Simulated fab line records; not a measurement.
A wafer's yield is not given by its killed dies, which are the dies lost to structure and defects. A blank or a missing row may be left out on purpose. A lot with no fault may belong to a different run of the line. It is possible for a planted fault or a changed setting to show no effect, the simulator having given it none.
A lot that was struck, set against a sound lot / flow nand-harc / 19 steps out of a route of 1302
Sound: the wafers L177.1, L177.5, L177.6. The struck wafers were L182.1, L182.2, L182.4. The cause comes at the end.
Order at every step that has rows: each side's tool, ch and its chambers, its first start. Under that, the readings that differ: sound wafers / struck wafers / difference of the means / sigmas: that difference in standard deviations of wafers without a fault.
alike: a reading whose means differ by less than 2 such deviations, as well as words and numbers matching on both sides. not compared: withheld readings; readings where some wafer has no value; bounds like >300 that might hide an equal value; numbers whose values overlap and for which the record gives no deviation.
A row with sigmas, a row that says differs or no value, or rows on one side alone: a step with any of these is where the two part. When numbers do not overlap yet have no deviation, they are printed without sigmas and do not part them. A reading that every wafer of one side lacks parts them only if that side has two wafers or more.

first, 1 step without rows for these wafers: NHARC_P_GATE_DEVELOP_90 (time 70 s).
NHARC_P_GATE_CD_MEAS_91 targets a cd of 2000 nm.
  sound on cd-sem-01 ch 0, day 6 04:02; struck on cd-sem-01 ch 0, day 8 07:49
  alike: cd-nm
then, 1 step without rows for these wafers: NHARC_P_GATE_HARDBAKE_92 (time 80 s).
NHARC_P_GATE_DESCUM_93: chemistry O2, time 3 s.
  sound on rie-diel-02 ch 1,2,3, day 6 04:14; struck on rie-diel-02 ch 0,1, day 8 08:01
  alike: chamber-pressure-mTorr, drypump-motor-current-A, oes-product-au, rf-vpp-V, showerhead-plenum-p-Torr, throttle-valve-pct
  not compared: rf-hours-counter-h
then, 2 steps without rows for these wafers: NHARC_P_GATE_IMPLANT_94; NHARC_P_GATE_STRIP_113 (strips in N2/H2, time 740 s).
NHARC_P_GATE_STRIP_95: strips in O2.
  sound on plasma-asher-01 ch 0,1, day 6 05:19; struck on plasma-asher-02 ch 0,1, day 8 09:07
  alike: drypump-motor-current-A, heater-power-w
  not compared: rf-hours-counter-h
then, 1 step without rows for these wafers: NHARC_P_GATE_STRIP_96 (strips in SPM, time 900 s).
NHARC_P_GATE_RTA_64: time 1 s.
  sound on rtp-anneal-01 ch 0, day 6 05:52; struck on rtp-anneal-02 ch 0, day 8 09:40
reading=lamp-power-pct (%); sound=36.1 36.0 36.0; struck=31.6 31.6 31.6; difference=-4.4; sigmas=-2
reading=lamp_zone_1_pct (%); sound=36.1 36.1 36.1; struck=31.7 31.7 31.7; difference=-4.4; sigmas=-2
  alike: wafer_temp_C_max
then, 3 steps without rows for these wafers: NHARC_P_GATE_ETCH_77 (etches SiO2 in dHF, target depth 6 nm); NHARC_P_GATE_DEGAS_109 (time 60 s); NHARC_P_GATE_PRE_CLEAN_110 (time 30 s).
NHARC_P_GATE_SPUTTER_78: material Ni, target thk 10 nm.
  struck on pvd-sputter-02, day 8 10:04; sound on pvd-sputter-01, day 6 06:18
then, 1 step without rows for these wafers: NHARC_P_GATE_SPUTTER_79 (material TiN, target thk 10 nm).
NHARC_P_GATE_RTA_80: time 30 s.
  sound on rtp-anneal-02 ch 0, day 6 06:28; struck on rtp-anneal-02 ch 0, day 8 10:16
  alike: wafer_temp_C_max
then, 1 step without rows for these wafers: NHARC_P_GATE_STRIP_67 (strips in SPM, time 600 s).
NHARC_P_GATE_RTA_82: time 30 s.
  sound on rtp-anneal-02 ch 0, day 6 06:56; struck on rtp-anneal-02 ch 0, day 8 10:43
  alike: lamp-power-pct, lamp_zone_1_pct, wafer_temp_C_max
NHARC_P_GATE_INSPECT_68:
  struck on defect-inspect-01, day 8 10:55; sound on defect-inspect-01, day 6 07:08
  alike: raw-defect-count
-- record jumps: 18 days between struck wafers' starts before vs after; left off in module P_GATE, resumes in module END, first step shown is number 1302 of the route --
NHARC_END_SORT_01:
  sound on prober-02 ch 0, day 25 00:52; struck on prober-01 ch 0, day 26 21:10
reading=hold; sound=- - -; struck=await-dispo/2.3h/scrap await-dispo/2.3h/scrap await-dispo/2.3h/scrap; difference=no value on the sound wafers; sigmas=
reading=killed-at-array; sound=19 18 18; struck=62 60 73; difference=+47; sigmas=+2
reading=killed-at-periphery; sound=4 1 2; struck=599 586 570; difference=+583; sigmas=+99 or more
reading=killed-dies; sound=24 21 21; struck=661 646 643; difference=+628; sigmas=+31
  alike: killed-at-other, killed-open, killed-short

== WHERE THEY PART ==
At NHARC_P_GATE_RTA_64 first; at NHARC_END_SORT_01 last (within this record only).

WHY: what had been put in by the simulator
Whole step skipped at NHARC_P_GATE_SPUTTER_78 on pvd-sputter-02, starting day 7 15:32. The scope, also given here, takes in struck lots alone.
